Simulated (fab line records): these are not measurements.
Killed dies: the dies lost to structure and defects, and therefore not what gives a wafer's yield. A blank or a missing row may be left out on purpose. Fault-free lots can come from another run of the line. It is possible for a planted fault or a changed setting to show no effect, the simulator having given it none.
Which of the tools did it? -- flow n5Finfet -- 24 lots, 72 wafers sampled, at 6 steps of a route of 1938

== WHAT THE GAUGES READ, wafer by wafer ==
N5_BEOL_M12_INSPECT_30: inspects for defects (macro).
lot,measured,on,rawDefectCount
L074,day 12 04:06,defectInspect-01,2 1 1
L076,day 12 04:24,defectInspect-02,2 6 1
L075,day 12 07:48,defectInspect-01,0 3 0
L077,day 12 11:38,defectInspect-02,1 1 2
L078,day 12 11:53,defectInspect-02,2 4 3
L079,day 13 05:53,defectInspect-01,0 1 2
L081,day 13 12:22,defectInspect-01,3 3 5
L080,day 13 17:54,defectInspect-01,3 1 1
L082,day 13 20:33,defectInspect-01,3 3 1
L083,day 13 22:59,defectInspect-02,3 1 3
L084,day 14 03:07,defectInspect-02,3 4 2
L085,day 14 17:53,defectInspect-02,3 3 3
L086,day 15 08:46,defectInspect-01,1 0 1
L089,day 15 13:19,defectInspect-01,3 2 2
L088,day 15 18:43,defectInspect-01,1 2 6
L091,day 15 19:55,defectInspect-01,1 1 2
L087,day 15 20:05,defectInspect-01,2 0 0
L090,day 16 12:51,defectInspect-02,1 3 4
L092,day 16 17:02,defectInspect-01,2 2 5
L095,day 17 08:29,defectInspect-02,3 1 2
L094,day 17 12:32,defectInspect-01,0 0 5
L093,day 17 12:43,defectInspect-01,0 2 2
L096,day 18 05:31,defectInspect-01,4 3 1
L097,day 18 14:16,defectInspect-02,2 2 6

N5_BEOL_M12_INSPECT_55: inspects for defects (darkfield).
lot,measured,on,rawDefectCount
L074,day 12 09:02,defectInspect-02,55 87 79
L076,day 12 09:33,defectInspect-02,67 25 54
L075,day 12 10:23,defectInspect-02,78 51 74
L077,day 12 16:26,defectInspect-02,73 23 118
L078,day 12 16:37,defectInspect-01,99 60 49
L079,day 13 14:52,defectInspect-02,37 71 45
L081,day 13 15:50,defectInspect-01,47 63 63
L080,day 13 20:48,defectInspect-01,43 45 69
L082,day 14 01:02,defectInspect-01,62 77 58
L083,day 14 02:56,defectInspect-01,96 102 79
L084,day 14 08:36,defectInspect-01,48 51 49
L085,day 14 20:55,defectInspect-02,74 54 96
L086,day 15 11:15,defectInspect-01,136 56 67
L089,day 15 16:29,defectInspect-01,63 66 70
L088,day 15 22:04,defectInspect-01,67 50 62
L091,day 16 01:24,defectInspect-02,55 52 79
L087,day 16 01:30,defectInspect-02,109 94 99
L090,day 16 18:59,defectInspect-01,86 64 62
L092,day 16 22:19,defectInspect-01,70 52 56
L095,day 17 13:37,defectInspect-01,39 52 54
L094,day 17 16:11,defectInspect-01,78 84 87
L093,day 17 17:00,defectInspect-01,55 87 68
L096,day 18 08:43,defectInspect-01,94 45 84
L097,day 18 17:55,defectInspect-02,131 73 73

N5_BEOL_M13_OCD_MEAS_35.
lot,measured,on,trenchDepthNm (nm)
L074,day 12 11:17,ocd-02,411 418 423
L076,day 12 11:54,ocd-01,412 416 410
L075,day 12 12:37,ocd-02,409 405 403
L077,day 12 18:56,ocd-01,420 409 404
L078,day 12 19:07,ocd-02,405 404 404
L079,day 13 17:05,ocd-01,401 402 409
L081,day 13 18:06,ocd-01,424 415 427
L080,day 13 23:02,ocd-01,428 415 412
L082,day 14 03:08,ocd-01,391 410 396
L083,day 14 05:10,ocd-01,404 400 410
L084,day 14 10:57,ocd-01,418 417 408
L085,day 14 23:23,ocd-01,406 424 403
L086,day 15 14:14,ocd-01,414 410 408
L089,day 15 18:50,ocd-01,406 403 399
L088,day 16 00:19,ocd-01,405 412 409
L091,day 16 03:43,ocd-02,398 411 404
L087,day 16 03:59,ocd-01,408 411 410
L090,day 16 21:15,ocd-02,413 410 415
L092,day 17 00:27,ocd-01,407 417 419
L095,day 17 16:02,ocd-01,409 413 405
L094,day 17 18:36,ocd-01,396 399 410
L093,day 17 19:21,ocd-02,410 410 399
L096,day 18 10:57,ocd-01,409 397 403
L097,day 18 20:08,ocd-02,412 422 418

== WHAT TOOL EACH LOT RAN ON (gives the tool, then ch and the chambers of the sampled wafers, and finally the start) ==
lot,N5_BEOL_M12_ETCH_67,N5_BEOL_M12_SPUTTER_43,N5_BEOL_M12_DEP_53
L074,"rieDiel-05 ch 0,2, day 12 05:03","pvdSputter-01, day 12 07:53","pecvd-02 ch 0,1,2, day 12 08:57"
L076,"rieDiel-03 ch 0,1,2, day 12 05:43","pvdSputter-01, day 12 08:23","pecvd-01 ch 0,1,2, day 12 09:27"
L075,"rieDiel-04 ch 0,1,3, day 12 07:52","pvdSputter-03, day 12 09:14","pecvd-04 ch 0,1,2, day 12 10:18"
L077,"rieDiel-03 ch 2,3, day 12 11:43","pvdSputter-02, day 12 14:40","pecvd-04 ch 0,1,2, day 12 16:22"
L078,"rieDiel-05 ch 0,1,2, day 12 12:00","pvdSputter-03, day 12 14:40","pecvd-02 ch 0,1, day 12 16:31"
L079,"rieDiel-03 ch 1,2,3, day 13 05:56","pvdSputter-01, day 13 13:42","pecvd-04 ch 0,1,2, day 13 14:46"
L081,"rieDiel-04 ch 0,2,3, day 13 12:26","pvdSputter-01, day 13 14:41","pecvd-01 ch 1,2, day 13 15:45"
L080,"rieDiel-05 ch 0,2,3, day 13 17:58","pvdSputter-01, day 13 19:38","pecvd-04 ch 1,2, day 13 20:43"
L082,"rieDiel-03 ch 0,1,3, day 13 20:37","pvdSputter-02, day 13 23:52","pecvd-01 ch 0,1, day 14 00:56"
L083,"rieDiel-05 ch 2,3, day 13 23:04","pvdSputter-03, day 14 01:46","pecvd-01 ch 0,2, day 14 02:50"
L084,"rieDiel-04 ch 0,1,2, day 14 03:11","pvdSputter-03, day 14 07:26","pecvd-04 ch 0,2, day 14 08:31"
L085,"rieDiel-03 ch 0,1,2, day 14 18:02","pvdSputter-01, day 14 19:30","pecvd-04 ch 0,1, day 14 20:49"
L086,"rieDiel-05 ch 0,1,2, day 15 08:54","pvdSputter-02, day 15 10:05","pecvd-01 ch 0,1,2, day 15 11:10"
L089,"rieDiel-04 ch 1,2, day 15 13:23","pvdSputter-02, day 15 15:19","pecvd-04 ch 0,1, day 15 16:24"
L088,"rieDiel-04 ch 0,1,2, day 15 18:56","pvdSputter-01, day 15 20:54","pecvd-04 ch 1,2, day 15 21:59"
L091,"rieDiel-04 ch 1,2,3, day 15 20:12","pvdSputter-01, day 16 00:14","pecvd-02 ch 0,1, day 16 01:19"
L087,"rieDiel-03 ch 1,2, day 15 20:20","pvdSputter-02, day 16 00:20","pecvd-01 ch 1,2, day 16 01:25"
L090,"rieDiel-03 ch 0,2,3, day 16 13:19","pvdSputter-03, day 16 15:03","pecvd-02 ch 0,1,2, day 16 18:54"
L092,"rieDiel-03 ch 0,3, day 16 17:08","pvdSputter-02, day 16 19:37","pecvd-04 ch 0,1,2, day 16 22:13"
L095,"rieDiel-04 ch 0,1,2, day 17 08:34","pvdSputter-03, day 17 09:56","pecvd-01 ch 0,1,2, day 17 13:32"
L094,"rieDiel-04 ch 0,1,2, day 17 12:51","pvdSputter-01, day 17 14:59","pecvd-04 ch 0,2, day 17 16:05"
L093,"rieDiel-05 ch 1,2,3, day 17 13:09","pvdSputter-03, day 17 15:06","pecvd-01 ch 0,2, day 17 16:55"
L096,"rieDiel-03 ch 0,1,3, day 18 06:13","pvdSputter-01, day 18 07:07","pecvd-02 ch 0,1, day 18 08:37"
L097,"rieDiel-05 ch 0,1, day 18 14:24","pvdSputter-03, day 18 16:43","pecvd-04 ch 0,2, day 18 17:49"
- N5_BEOL_M12_ETCH_67: etches SiARC in CF4, target depth 143 nm, time 238.3 s.
- N5_BEOL_M12_SPUTTER_43: material TaN, target thk 15 nm, time 24.19 s.
- N5_BEOL_M12_DEP_53: deposits SiCN from 3MS/NH3, target thk 30 nm, time 10.5 s.

== WHAT THE TOOLS THEMSELVES READ (means of the sampled wafers that have a number; where no wafer has one, the mark that the record gives instead) ==
N5_BEOL_M12_ETCH_67.
lot,tool,drypumpMotorCurrentA (A),etchRfOnTimeS (s),mfcArSccm (sccm),oesProductAu (a.u.),rfVppV (V),showerheadPlenumPTorr (Torr),throttleValvePct (%)
L074,rieDiel-05,6.1,233,100.0,0.71,184.1,2.17,15.43
L076,rieDiel-03,5.2,232,100.2,0.72,184.2,2.14,15.62
L075,rieDiel-04,6.2,240,99.7,0.65,184.0,2.18,15.75
L077,rieDiel-03,5.1,230,100.3,0.70,183.9,2.08,15.54
L078,rieDiel-05,5.7,235,100.1,0.67,183.6,2.18,15.62
L079,rieDiel-03,5.0,235,100.0,0.69,182.8,2.08,15.60
L081,rieDiel-04,5.8,236,100.3,0.67,185.0,2.21,15.82
L080,rieDiel-05,5.8,235,100.2,0.69,184.2,2.13,15.45
L082,rieDiel-03,5.2,238,100.1,0.71,184.1,2.14,15.60
L083,rieDiel-05,6.0,231,100.1,0.68,183.8,2.10,15.46
L084,rieDiel-04,5.8,234,100.1,0.70,184.0,2.20,15.60
L085,rieDiel-03,5.2,235,100.0,0.69,184.7,2.13,15.67
L086,rieDiel-05,5.7,234,100.3,0.65,184.3,2.17,15.67
L089,rieDiel-04,5.8,235,100.2,0.72,184.6,2.21,15.35
L088,rieDiel-04,5.8,236,100.0,0.68,184.0,2.19,15.62
L091,rieDiel-04,5.8,237,100.0,0.69,184.2,2.22,15.59
L087,rieDiel-03,5.0,232,100.4,0.66,182.3,2.07,15.71
L090,rieDiel-03,5.3,233,99.6,0.69,184.3,2.14,15.57
L092,rieDiel-03,5.5,237,100.0,0.70,184.5,2.20,15.55
L095,rieDiel-04,5.8,231,99.7,0.75,184.1,2.19,15.47
L094,rieDiel-04,5.8,230,100.1,0.75,185.4,2.19,15.48
L093,rieDiel-05,5.9,231,100.4,0.72,183.5,2.13,15.54
L096,rieDiel-03,5.2,233,100.0,0.67,183.0,2.13,15.65
L097,rieDiel-05,5.4,229,100.4,0.77,185.0,2.19,15.58

N5_BEOL_M12_SPUTTER_43.
lot,tool,throttleValvePct (%)
L074,pvdSputter-01,30.7
L076,pvdSputter-01,30.6
L075,pvdSputter-03,29.6
L077,pvdSputter-02,29.5
L078,pvdSputter-03,29.5
L079,pvdSputter-01,30.4
L081,pvdSputter-01,31.7
L080,pvdSputter-01,31.5
L082,pvdSputter-02,29.6
L083,pvdSputter-03,29.8
L084,pvdSputter-03,29.6
L085,pvdSputter-01,30.7
L086,pvdSputter-02,29.7
L089,pvdSputter-02,30.1
L088,pvdSputter-01,30.8
L091,pvdSputter-01,30.8
L087,pvdSputter-02,29.8
L090,pvdSputter-03,29.4
L092,pvdSputter-02,29.9
L095,pvdSputter-03,29.6
L094,pvdSputter-01,30.7
L093,pvdSputter-03,30.1
L096,pvdSputter-01,31.4
L097,pvdSputter-03,29.9

N5_BEOL_M12_DEP_53.
lot,tool,showerheadPlenumPTorr (Torr),throttleValvePct (%)
L074,pecvd-02,4.172,17.3
L076,pecvd-01,4.175,18.6
L075,pecvd-04,4.176,17.8
L077,pecvd-04,4.169,18.0
L078,pecvd-02,4.177,17.5
L079,pecvd-04,4.181,17.8
L081,pecvd-01,4.174,17.7
L080,pecvd-04,4.174,18.1
L082,pecvd-01,4.175,19.1
L083,pecvd-01,4.176,18.6
L084,pecvd-04,4.176,18.2
L085,pecvd-04,4.171,17.8
L086,pecvd-01,4.169,18.4
L089,pecvd-04,4.169,17.7
L088,pecvd-04,4.175,18.2
L091,pecvd-02,4.185,17.2
L087,pecvd-01,4.176,17.7
L090,pecvd-02,4.172,17.3
L092,pecvd-04,4.172,18.1
L095,pecvd-01,4.171,18.5
L094,pecvd-04,4.175,18.3
L093,pecvd-01,4.168,18.7
L096,pecvd-02,4.179,17.3
L097,pecvd-04,4.179,18.1

== THE ANSWER, worked out from the rows above alone ==
Rule: usual is defined by the lots themselves. Put in order of their means at a reading, lots are off if they are a third of the lots or fewer, leave a main group of 4 or more, and stand apart from it by a gap of 3 or more times the standard deviation of the main group's means; of several such gaps the widest counts. The tables above print the reading to a certain number of digits; a main group whose means all agree to those digits is not used. Also off: a lot with no number at a reading for which 4 or more lots have one. Any other lot the step has rows for is counted as sound. First the gauges in route order, then the tools' own readings, where a lot's mean is used as printed above. The first step at which some lot is off is used, and at that step the reading that is off furthest; a lot without a number counts as furthest.
Nothing can be told from this: no lot is off at any reading shown.

== WHAT THE SIMULATOR HAD INSERTED ==
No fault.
